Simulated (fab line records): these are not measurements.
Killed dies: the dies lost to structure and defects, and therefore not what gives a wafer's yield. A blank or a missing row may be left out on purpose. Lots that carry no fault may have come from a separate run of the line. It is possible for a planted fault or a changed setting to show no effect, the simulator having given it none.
Problem report in the 8D (eight disciplines) form, filled by code | flow nand-harc | the parts of the form that need people (team, actions taken, sign-off) are left out

== 1. WHAT WENT WRONG ==
Mean of heater-power-total-W at NHARC_P_BONDPAD_SOFTBAKE_04: 221.9 W across 3 wafers in 2 lots; on wafers with no fault it is 200.7 W (standard deviation 1.3). That puts it +16 standard deviations away from the usual mean.
The step: time 70 s.
The first sign was on wafer L313.3 at day 13 07:00, on litho-track-03. At this step, 39 wafers from 13 lots have a number in the record. Rule for "out", or "out of limits": more than 4 standard deviations from the usual mean. All remaining wafers that have a number are taken as sound.

== 2. WHAT THIS IS AND IS NOT ==
question                    | is                     | is not
which readings at this step | heater-power-total-W   | -
which lots                  | L313, L314             | L297, L298, L301, L302, L306, L307, L308, L310, L318, L319, L320
which wafers of those lots  | L313.3, L314.1, L314.2 | L313.4, L313.5, L314.6
read on which tools         | litho-track-03         | litho-track-05, litho-track-07
when                        | from day 13 07:00      | up to then (26 sound wafers); but 10 sound wafers of L314, L318, L319, L320 came after

== 3. WHAT RULES OUT EACH SUSPECT ==
Counting: any tool at a process step up to the reading remains a suspect provided it ran every lot that is out. Sound lots after the first of them don't rule it out here, since some wafers of a struck lot are sound.
- litho-track-03 at NHARC_P_BONDPAD_SOFTBAKE_04 (time 70 s): kept. Every lot that is out went through it, the first being L313 (day 13 07:00); the last sound lot it ran before that was L308 (day 11 03:00). On those wafers its own readings are out: heater-power-total-W.
Remaining after the count: litho-track-03 at NHARC_P_BONDPAD_SOFTBAKE_04.

== 4. THE CAUSE (what the simulator had put in) ==
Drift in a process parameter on litho-track-03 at NHARC_P_BONDPAD_SOFTBAKE_04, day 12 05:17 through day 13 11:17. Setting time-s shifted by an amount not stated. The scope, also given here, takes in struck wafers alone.
After counting, this tool was the only one left.

== 5. THE CHAIN OF EFFECTS, in route order ==
One row per reading whose mean, taken over the struck wafers that have a number, lies over 3 standard deviations from the usual. Only readings for which the record gives a usual standard deviation are gone through. hours: the time from each lot's start at the first step in this table that gives one to its start at this step, as a median over the lots. sigmas: the change in usual standard deviations.
hours | step                        | reading              | usual   | on struck wafers | change | sigmas
0     | NHARC_P_BONDPAD_SOFTBAKE_04 | heater-power-total-W | 200.7 W | 221.9            | +21.2  | +16
It contains these process steps:
- NHARC_P_BONDPAD_SOFTBAKE_04: time 70 s.
Later measuring or inspecting steps at which every struck wafer that the step has a row for has a number for every such reading, and none has moved that far: NHARC_END_SORT_01.

== 6. HOW IT WOULD HAVE BEEN CAUGHT EARLIER ==
First out-of-limits reading in this record: day 13 07:00, which is 26 hours after fault onset at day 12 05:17.
